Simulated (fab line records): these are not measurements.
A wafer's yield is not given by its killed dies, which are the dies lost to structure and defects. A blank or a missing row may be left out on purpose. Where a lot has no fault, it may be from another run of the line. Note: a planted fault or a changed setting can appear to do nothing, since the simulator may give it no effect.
Split-lot study | flow n5Finfet | 7 lots, 21 wafers read, on a route of 1938 steps

== ABOUT THE SPLIT ==
At N5_BEOL_M2_DESCUM_16 (chemistry O2, time 7 s), the setting timeS was moved away from the recipe's 7 s on 6 of the 21 wafers read, by -16.1% to +9.5%. This setting was run at the recipe's value on the other wafers.

The reading comes from the split's own step.

== THE READING ==
CAR-EUV_of_BEOL_M2_COAT_05.thkNm (the simulator's own value, which no gauge read), in nm, at N5_BEOL_M2_DESCUM_16 (chemistry O2, time 7 s). The file gives no usual value for it. The 15 wafers here that ran the recipe average 26.0 nm, standard deviation 0.12 nm.

wafer  | tool, chamber at the split | timeS as run, s | against the recipe | CAR-EUV_of_BEOL_M2_COAT_05.thkNm, nm | against lot-mates on the recipe
L075.2 | rieDiel-03, 0,2,3          | 7               | recipe             | 26                                   | -
L075.3 | rieDiel-03, 0,2,3          | 7               | recipe             | 26                                   | -
L075.4 | rieDiel-03, 0,2,3          | 7               | recipe             | 26                                   | -
L077.3 | rieDiel-01, 3,1            | 7               | recipe             | 25.8                                 | -
L077.6 | rieDiel-01, 3,1            | 7               | recipe             | 25.8                                 | -
L077.4 | rieDiel-01, 0              | 7               | recipe             | 26                                   | -
L080.3 | rieDiel-04, 0,3            | 5.925           | -15.4%             | 26.8                                 | +0.8
L080.6 | rieDiel-04, 0,3            | 5.925           | -15.4%             | 26.8                                 | +0.8
L080.4 | rieDiel-04, 2              | 7               | recipe             | 26                                   | -
L084.1 | rieDiel-01, 1,3            | 7               | recipe             | 26                                   | -
L084.3 | rieDiel-01, 1,3            | 7               | recipe             | 26                                   | -
L084.5 | rieDiel-01, 1              | 6.139           | -12.3%             | 26.4                                 | +0.4
L092.1 | rieDiel-01, 2              | 7               | recipe             | 26.2                                 | -
L092.3 | rieDiel-01, 0              | 5.871           | -16.1%             | 26.6                                 | +0.5
L092.6 | rieDiel-01, 3              | 7               | recipe             | 26                                   | -
L095.1 | rieDiel-01, 3,0,0          | 7               | recipe             | 26.2                                 | -
L095.3 | rieDiel-01, 3,0,0          | 7               | recipe             | 26.2                                 | -
L095.6 | rieDiel-01, 3,0,0          | 7               | recipe             | 26.2                                 | -
L096.2 | rieDiel-04, 3,2            | 7.666           | +9.5%              | 25.8                                 | -0.2
L096.4 | rieDiel-04, 3,2            | 7.666           | +9.5%              | 25.8                                 | -0.2
L096.3 | rieDiel-04, 0              | 7               | recipe             | 26                                   | -
When a row names more than one chamber, that row covers several wafers, and the file does not tell which wafer ran in which chamber.

FIT RESULTS
A straight line over all 21 wafers: CAR-EUV_of_BEOL_M2_COAT_05.thkNm changes by -0.0385 nm for each +1% of timeS; r = -0.90; the points scatter about the line by 0.13 nm.
The same after taking each lot's own level away (the mean of its wafers on the recipe; 21 wafers): -0.0378 nm for each +1%; r = -0.94; scatter 0.1 nm.
According to that fit, moving timeS by its largest amount changes the reading by 0.61 nm.
The span of the lots' own levels, 25.87 to 26.20 nm, comes to 2.7 times the standard deviation stated above.
So the lot-to-lot level changes the slope little: the two slopes agree.
Check: for one of the wafers moved furthest among these (-16.1%), held out of the fit, the line's prediction against its lot-mates is +0.684 nm. It came out at +0.5 nm against them.

== OTHER SPLITS ON THESE WAFERS ==
These wafers also went through other splits before the reading. Each is held against what the fit with the lots' levels taken away leaves over:
other split on the same wafers            | wafers away from the commonest value | r with CAR-EUV_of_BEOL_M2_COAT_05.thkNm (lot level and that fit taken away)
N5_BEOL_M0_SAQP_COAT_08 spinRpm           | 8                                    | -0.01
N5_BEOL_M0_SAQP_ETCH_106 targetDepthA     | 9                                    | +0.03
N5_BEOL_M0_SAQP_SPACER2_ALD_26 targetThkA | 8                                    | +0.06
N5_BEOL_M0_SPUTTER_132 timeS              | 7                                    | -0.21
N5_BEOL_M1_SPUTTER_90 timeS               | 7                                    | -0.07

== THE FILE'S OWN FIT ==
CAR-EUV_of_BEOL_M2_COAT_05.thkNm changes by -0.0368 nm for each +1% of timeS, r = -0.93.
